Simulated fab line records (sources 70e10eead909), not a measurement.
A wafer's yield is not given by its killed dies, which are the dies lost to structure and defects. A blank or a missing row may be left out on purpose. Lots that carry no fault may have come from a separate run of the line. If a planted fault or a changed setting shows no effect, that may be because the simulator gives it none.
A struck lot beside a sound one | flow nand harc | 14 steps out of a route of 1159
Sound: these wafers, L858.3, L858.4, L858.5. Wafers L866.1, L866.3, L866.4 were the ones struck. The cause is given at the end.
For every step that has rows: the tool of each side, followed by ch and its chambers, followed by its first start. Under that, the readings that differ: sound wafers | struck wafers | difference of the means | sigmas: that difference in standard deviations of wafers without a fault.
alike: readings with means less than 2 such deviations apart, plus words and numbers identical on both sides. not compared: withheld readings, readings lacking a value on some wafer, bounds such as >300 that could conceal the same value, and numbers that have no deviation in the record and whose values overlap.
The two part at a step that has a row with sigmas, a row that says differs or no value, or rows on one side only. Non-overlapping numbers with no deviation appear without sigmas and do not part them. A reading missing from all wafers of one side parts the sides only when that side holds two or more wafers.

first, 1 step without rows for these wafers: NHARC_A_ONON_D1_DEP_09 (target thk 1000 nm).
NHARC_A_ONON_D1_THK_MEAS_11: measures by ellipsometry.
  struck on film metro-01, day 11 12:29; sound on film metro-01, day 8 09:28
  alike: thk nm
following that, 1 step holds no rows for these wafers, namely NHARC_A_ONON_D1_DEP_12 (target thickness 1000 nm).
NHARC_A_ONON_D1_THK_MEAS_14: measures by ellipsometry.
  struck on film metro-02, day 11 13:11; sound on film metro-01, day 8 10:03
  alike: thk nm
then, 2 steps without rows for these wafers: NHARC_A_ONON_D1_ANNEAL_15 (time 3600 s); NHARC_A_ONON_D1_DEP_16 (target thk 1000 nm).
NHARC_A_ONON_D1_THK_MEAS_18: measures by ellipsometry.
  struck on film metro-01, day 11 20:09; sound on film metro-01, day 8 17:05
  alike: thk nm
following that, 1 step holds no rows for these wafers, namely NHARC_A_ONON_D1_DEP_19 (target thickness 1000 nm).
NHARC_A_ONON_D1_THK_MEAS_21: measures by ellipsometry.
  struck on film metro-01, day 11 21:08; sound on film metro-02, day 8 17:39
  alike: thk nm
following that, 1 step holds no rows for these wafers, namely NHARC_A_ONON_D1_DEP_22 (target thickness 1000 nm).
NHARC_A_ONON_D1_THK_MEAS_24: measures by ellipsometry.
  struck on film metro-02, day 11 22:08; sound on film metro-01, day 8 18:13
  alike: thk nm
NHARC_A_ONON_D1_DEP_25: target thk 1000 nm.
  sound on pecvd onon-03 ch 0, day 8 18:23; struck on pecvd onon-03 ch 0, day 11 22:11
  alike: n2o flow sccm
NHARC_A_ONON_D1_THK_MEAS_27: measures by ellipsometry.
  struck on film metro-01, day 11 22:52; sound on film metro-02, day 8 18:47
  reading     | sound          | struck      | difference | sigmas
  thk nm (nm) | 1003 1002 1002 | 668 669 669 | -334       | -35
  not compared: hold
-- the record jumps here: 12 days lie between the struck wafers' starts before and after (it left off in module A_ONON_D1 and takes up again in module END, whose first step shown is number 1159 of the route) --
NHARC_END_SORT_01:
  sound on prober-01 ch 0, day 19 15:07; struck on prober-01 ch 0, day 23 21:34
  reading         | sound    | struck                                                               | difference                   | sigmas
  hold            | - - -    | await dispo/3.5h/scrap await dispo/3.5h/scrap await dispo/3.5h/scrap | no value on the sound wafers |
  killed at array | 19 23 15 | 673 673 667                                                          | +652                         | +65
  killed dies     | 21 25 18 | 677 677 677                                                          | +656                         | +60
  alike: killed at other, killed at periphery, killed open, killed short

## WHERE THEY PART
First at NHARC_A_ONON_D1_THK_MEAS_27; last, within this record, at NHARC_END_SORT_01.

WHY: what the simulator had put in
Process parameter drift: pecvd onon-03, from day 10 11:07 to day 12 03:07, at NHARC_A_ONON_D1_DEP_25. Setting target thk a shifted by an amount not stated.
